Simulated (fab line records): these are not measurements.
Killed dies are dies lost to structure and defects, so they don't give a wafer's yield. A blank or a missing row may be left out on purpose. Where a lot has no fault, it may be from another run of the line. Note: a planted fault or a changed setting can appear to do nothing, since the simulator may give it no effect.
Which tool did it? | flow n5_finfet | 8 lots with 24 wafers sampled at 9 steps, on a route of 1938 steps

## WHAT EACH GAUGE READ, for each wafer
N5_DUMMY_GATE_THK_MEAS_05.
lot  | measured    | on            | thk_nm (nm)
L599 | day 3 10:58 | film_metro-01 | 70.1 72.4 70.5
L600 | day 3 18:33 | film_metro-02 | 73.4 72.8 73.6
L606 | day 5 10:59 | film_metro-01 | 73.4 71.2 73.3
L607 | day 5 14:32 | film_metro-02 | 71.8 71.8 71.4
L608 | day 5 22:50 | film_metro-02 | 70.0 71.7 71.7
L609 | day 6 04:47 | film_metro-01 | 70.1 71.8 71.7
L612 | day 6 18:08 | film_metro-02 | 71.9 71.8 72.1
L617 | day 8 00:59 | film_metro-02 | 69.7 70.1 71.7

N5_DUMMY_GATE_OVL_MEAS_16.
lot  | measured    | on         | GATE_OVL (nm)
L599 | day 3 15:18 | overlay-01 | -0.2 0.1 0.7
L600 | day 3 23:01 | overlay-02 | 1.6 1.5 1.0
L606 | day 5 15:19 | overlay-02 | -0.8 -0.1 0.7
L607 | day 5 19:03 | overlay-02 | 1.0 0.6 1.0
L608 | day 6 03:10 | overlay-02 | 0.5 1.2 0.3
L609 | day 6 11:11 | overlay-02 | 0.5 0.2 -0.9
L612 | day 7 00:26 | overlay-02 | 1.0 1.1 0.4
L617 | day 8 05:26 | overlay-02 | 0.7 -0.2 0.0

N5_DUMMY_GATE_INSPECT_17: inspects for defects (brightfield).
lot  | measured    | on                | raw_defect_count
L599 | day 3 15:22 | defect_inspect-02 | 204 266 171
L600 | day 3 23:04 | defect_inspect-01 | 153 237 227
L606 | day 5 15:22 | defect_inspect-02 | 250 225 184
L607 | day 5 19:07 | defect_inspect-02 | 316 205 214
L608 | day 6 03:13 | defect_inspect-01 | 671 241 228
L609 | day 6 11:15 | defect_inspect-02 | 601 309 395
L612 | day 7 00:29 | defect_inspect-01 | 175 178 139
L617 | day 8 05:29 | defect_inspect-02 | 218 128 218

N5_DUMMY_GATE_INSPECT_27: inspects for defects (brightfield).
lot  | measured    | on                | raw_defect_count
L599 | day 3 16:33 | defect_inspect-02 | 321 406 301
L600 | day 4 00:29 | defect_inspect-01 | 240 338 329
L606 | day 5 16:33 | defect_inspect-02 | 347 360 275
L607 | day 5 20:19 | defect_inspect-01 | 491 333 333
L608 | day 6 04:25 | defect_inspect-02 | 724 325 317
L609 | day 6 12:26 | defect_inspect-02 | 694 471 589
L612 | day 7 02:07 | defect_inspect-02 | 281 276 264
L617 | day 8 06:42 | defect_inspect-02 | 315 225 355

N5_SPACER0_INSPECT_04: inspects for defects (darkfield).
lot  | measured    | on                | raw_defect_count
L599 | day 3 17:56 | defect_inspect-02 | 148 177 111
L600 | day 4 02:49 | defect_inspect-02 | 105 162 185
L606 | day 5 17:10 | defect_inspect-02 | 147 140 104
L607 | day 5 20:55 | defect_inspect-01 | 204 129 142
L608 | day 6 05:38 | defect_inspect-01 | 561 137 175
L609 | day 6 13:02 | defect_inspect-02 | 532 221 253
L612 | day 7 02:51 | defect_inspect-02 | 107 120 93
L617 | day 8 07:39 | defect_inspect-02 | 147 81 154

N5_SD_EPI_N_INSPECT_11: inspects for defects (macro).
lot  | measured    | on                | raw_defect_count
L599 | day 3 18:23 | defect_inspect-01 | 0 1 0
L600 | day 4 03:17 | defect_inspect-01 | 5 2 2
L606 | day 5 17:37 | defect_inspect-01 | 2 3 2
L607 | day 5 21:22 | defect_inspect-01 | 1 1 2
L608 | day 6 06:06 | defect_inspect-01 | >300 0 0
L609 | day 6 13:22 | defect_inspect-02 | >300 1 4
L612 | day 7 03:21 | defect_inspect-02 | 1 2 2
L617 | day 8 08:07 | defect_inspect-01 | 3 1 4

N5_BEOL_M4_RC_MEAS_101.
lot  | measured     | on        | DIBL_N (mV/V)  | DIBL_P (mV/V)  | IOFF_N (nA/um)    | IOFF_P (nA/um)    | ION_N (uA/um) | ION_P (uA/um) | SS_N (mV/dec)  | SS_P (mV/dec)  | VT_N (mV)         | VT_P (mV)
L599 | day 9 04:58  | prober-02 | 35.3 35.8 37.2 | 37.1 37.9 39.1 | 0.145 0.164 0.180 | 0.209 0.219 0.228 | 673 684 675   | 460 470 462   | 72.4 71.9 71.2 | 73.7 73.7 74.0 | 251.0 247.8 246.9 | -248 -249 -250
L600 | day 9 09:43  | prober-01 | 35.7 37.4 36.9 | 35.7 38.1 38.1 | 0.134 0.174 0.166 | 0.195 0.230 0.226 | 666 678 674   | 460 464 465   | 70.8 72.0 71.2 | 73.8 73.9 73.9 | 251.8 247.8 247.5 | -251 -248 -248
L606 | day 10 19:15 | prober-02 | 35.9 36.3 36.2 | 33.8 35.0 34.2 | 0.138 0.152 0.145 | 0.196 0.215 0.202 | 679 681 678   | 468 471 464   | 70.7 71.1 70.6 | 73.1 72.9 73.4 | 251.4 248.8 247.7 | -251 -247 -249
L607 | day 11 01:07 | prober-02 | 36.6 34.6 35.2 | 37.6 35.6 35.7 | 0.159 0.127 0.128 | 0.189 0.160 0.156 | 673 670 653   | 456 459 455   | 72.3 71.2 70.8 | 73.7 73.6 73.2 | 249.8 254.3 255.9 | -254 -256 -258
L608 | day 11 13:58 | prober-01 | 37.6 38.2 38.0 | 36.1 36.5 36.5 | 0.164 0.172 0.171 | 0.219 0.221 0.224 | 681 681 679   | 467 459 469   | 72.0 71.8 72.0 | 74.4 73.3 74.4 | 250.7 251.0 251.4 | -251 -250 -250
L609 | day 11 19:39 | prober-01 | 35.1 34.0 32.9 | 37.4 34.9 33.9 | 0.143 0.126 0.111 | 0.196 0.170 0.147 | 683 676 661   | 462 459 458   | 71.1 70.4 70.1 | 73.2 72.8 72.5 | 252.7 253.2 255.1 | -252 -252 -256
L612 | day 12 04:54 | prober-02 | 35.3 35.0 35.6 | 35.3 34.6 35.6 | 0.163 0.152 0.161 | 0.191 0.175 0.190 | 676 676 665   | 464 460 454   | 70.1 71.7 72.0 | 73.3 72.3 72.9 | 248.6 249.7 249.3 | -249 -254 -252
L617 | day 13 09:00 | prober-01 | 35.9 35.7 35.5 | 36.2 37.0 36.0 | 0.163 0.162 0.160 | 0.224 0.232 0.228 | 680 677 685   | 471 472 468   | 71.2 71.3 70.9 | 73.9 74.4 73.7 | 248.4 247.8 250.4 | -248 -249 -251

## WHAT TOOL EACH LOT RAN ON (gives the tool, then ch and the chambers of the sampled wafers, and finally the start)
lot  | N5_DUMMY_GATE_CMP_04         | N5_DUMMY_GATE_HM_OPEN_21
L599 | cmp-02 ch 0,2,3, day 3 10:44 | rie_diel-03 ch 0,2,3, day 3 15:54
L600 | cmp-01 ch 1,3, day 3 18:21   | rie_diel-02 ch 0,1,2, day 3 23:46
L606 | cmp-01 ch 1,2,3, day 5 10:48 | rie_diel-02 ch 0,1,2, day 5 15:55
L607 | cmp-01 ch 1,3, day 5 14:17   | rie_diel-03 ch 0,1,2, day 5 19:40
L608 | cmp-01 ch 0,2,3, day 5 22:39 | rie_diel-03 ch 2,3, day 6 03:46
L609 | cmp-01 ch 0,1,3, day 6 04:32 | rie_diel-03 ch 0,2,3, day 6 11:47
L612 | cmp-02 ch 0,1,3, day 6 17:54 | rie_diel-03 ch 0,2,3, day 7 01:19
L617 | cmp-02 ch 0,1,3, day 8 00:46 | rie_diel-02 ch 0,1,3, day 8 06:02
- N5_DUMMY_GATE_CMP_04: polishes a-Si.
- N5_DUMMY_GATE_HM_OPEN_21: chemistry CH3F/O2, target SiNx, target depth 120 nm, time 171.4 s.

## AS READ BY THE TOOLS THEMSELVES (means over the sampled wafers that have a number; for cases with no such wafer, the mark the record gives instead)
N5_DUMMY_GATE_CMP_04.
lot  | tool   | motor_current_A (A) | slurry_flow_ml_min | time_to_endpoint_s (s)
L599 | cmp-02 | 10.3                | 150.3              | 8.6
L600 | cmp-01 | 9.7                 | 150.4              | 14.3
L606 | cmp-01 | 9.7                 | 150.1              | 13.0
L607 | cmp-01 | 10.1                | 150.3              | 12.7
L608 | cmp-01 | 10.1                | 149.8              | 15.6
L609 | cmp-01 | 10.0                | 150.0              | 12.9
L612 | cmp-02 | 10.1                | 149.8              | 13.6
L617 | cmp-02 | 10.2                | 149.9              | 11.6

N5_DUMMY_GATE_HM_OPEN_21.
lot  | tool        | O2_flow_sccm (sccm) | drypump_motor_current_A (A) | oes_product_au (a.u.) | rf_vpp_V (V) | showerhead_plenum_p_Torr (Torr) | throttle_valve_pct (%)
L599 | rie_diel-03 | 23.00               | 5.8                         | 0.83                  | 304          | 2.07                            | 16.41
L600 | rie_diel-02 | 22.99               | 6.4                         | 0.76                  | 301          | 1.99                            | 16.50
L606 | rie_diel-02 | 22.95               | 6.4                         | 0.75                  | 300          | 1.99                            | 16.52
L607 | rie_diel-03 | 22.97               | 6.0                         | 0.78                  | 301          | 1.97                            | 16.56
L608 | rie_diel-03 | 22.99               | 5.8                         | 0.77                  | 304          | 2.06                            | 16.52
L609 | rie_diel-03 | 22.98               | 5.8                         | 0.81                  | 303          | 2.07                            | 16.44
L612 | rie_diel-03 | 22.97               | 5.8                         | 0.80                  | 304          | 2.06                            | 16.43
L617 | rie_diel-02 | 23.00               | 5.9                         | 0.78                  | 299          | 2.00                            | 16.52

## THE ANSWER, worked out from the rows above alone
Rule: usual is defined by the lots themselves. The widest of any qualifying gaps counts: lots, ordered by their means at a reading, are off when they make up no more than a third of the lots, leave a main group of 4 or more, and stand apart from it by 3 or more times the standard deviation of that group's means. A main group is skipped when, at the precision printed for the reading in the tables above, its means are all equal. A lot without any number at a reading at which 4 lots or more have one is off too. The other lots that the step has rows for count as sound. Order of review: gauges by route order, followed by the tools' own readings, for which a lot's mean as printed above is used. At the first step where some lot is off, the reading lying furthest off is the one used; lots without a number count as furthest.
Off, at N5_DUMMY_GATE_INSPECT_17 on raw_defect_count: L608, L609. For the main group the mean is 206 and the standard deviation 25.
If a tool, at a process step before that reading, ran all the lots that are off and no sound lot after the first of them, it fits. Those tools and the gauges at N5_DUMMY_GATE_INSPECT_17 are tried in the same way. One candidate fits, namely cmp-01 at N5_DUMMY_GATE_CMP_04. Its last sound lot is L607 (day 5 14:17), its first lot that is off L608 (day 5 22:39): a fault that began between those two fits.

## WHAT WAS PUT IN BY THE SIMULATOR
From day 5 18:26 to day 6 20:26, cmp-01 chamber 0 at N5_DUMMY_GATE_CMP_04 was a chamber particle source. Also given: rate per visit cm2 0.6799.
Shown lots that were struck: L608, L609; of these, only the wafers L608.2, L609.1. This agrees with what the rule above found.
